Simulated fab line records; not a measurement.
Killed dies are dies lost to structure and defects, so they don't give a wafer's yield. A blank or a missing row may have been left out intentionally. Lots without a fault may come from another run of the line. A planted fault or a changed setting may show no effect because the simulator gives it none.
Matching of chambers / flow n5Finfet / N5_BEOL_M14_DEP_53 on pecvd-04 has 3 sister chambers
The step deposits SiCN from 3MS/NH3, target thk 50 nm, time 17.8 s. 3 wafers are shown with their chamber, then 7 later ones without.

WAFERS, EACH WITH ITS CHAMBER
wafer=L081.3; chamber=2; throttleValvePct (%)=16.5
wafer=L089.2; chamber=0; throttleValvePct (%)=17.3
wafer=L089.5; chamber=1; throttleValvePct (%)=17.3

WAFERS MISSING THEIR CHAMBER
wafer=L089.6; throttleValvePct (%)=17.2
wafer=L094.2; throttleValvePct (%)=17.2
wafer=L094.3; throttleValvePct (%)=16.2
wafer=L094.4; throttleValvePct (%)=16.6
wafer=L093.1; throttleValvePct (%)=17.4
wafer=L093.4; throttleValvePct (%)=17.4
wafer=L093.5; throttleValvePct (%)=16.6

CHAMBER TAKEN BY EACH
wafer=L089.6; from the rows above=can't be placed: 0 or 1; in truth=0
wafer=L094.2; from the rows above=can't be placed: 0 or 1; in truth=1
wafer=L094.3; from the rows above=2; in truth=2
wafer=L094.4; from the rows above=2; in truth=2
wafer=L093.1; from the rows above=can't be placed: 0 or 1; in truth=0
wafer=L093.4; from the rows above=can't be placed: 0 or 1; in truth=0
wafer=L093.5; from the rows above=2; in truth=2
3 of 7 placed correctly. Can't be placed from these rows: 4 (the true chamber is among the candidates in 4). Wrongly placed: 0.
How it was worked out, from the rows above alone: a wafer's distance from a chamber is the root of the sum, over the readings, of the square of ((its reading less the chamber's mean) divided by the reading's scatter). The wafer belongs to the nearest chamber; if the next one is less than 2 further off, it can't be placed. A chamber's mean is the mean of its shown wafers. The scatter (one wafer shown for each chamber): square how far every hidden wafer sits from the nearest shown wafer, average those squares and take the square root.
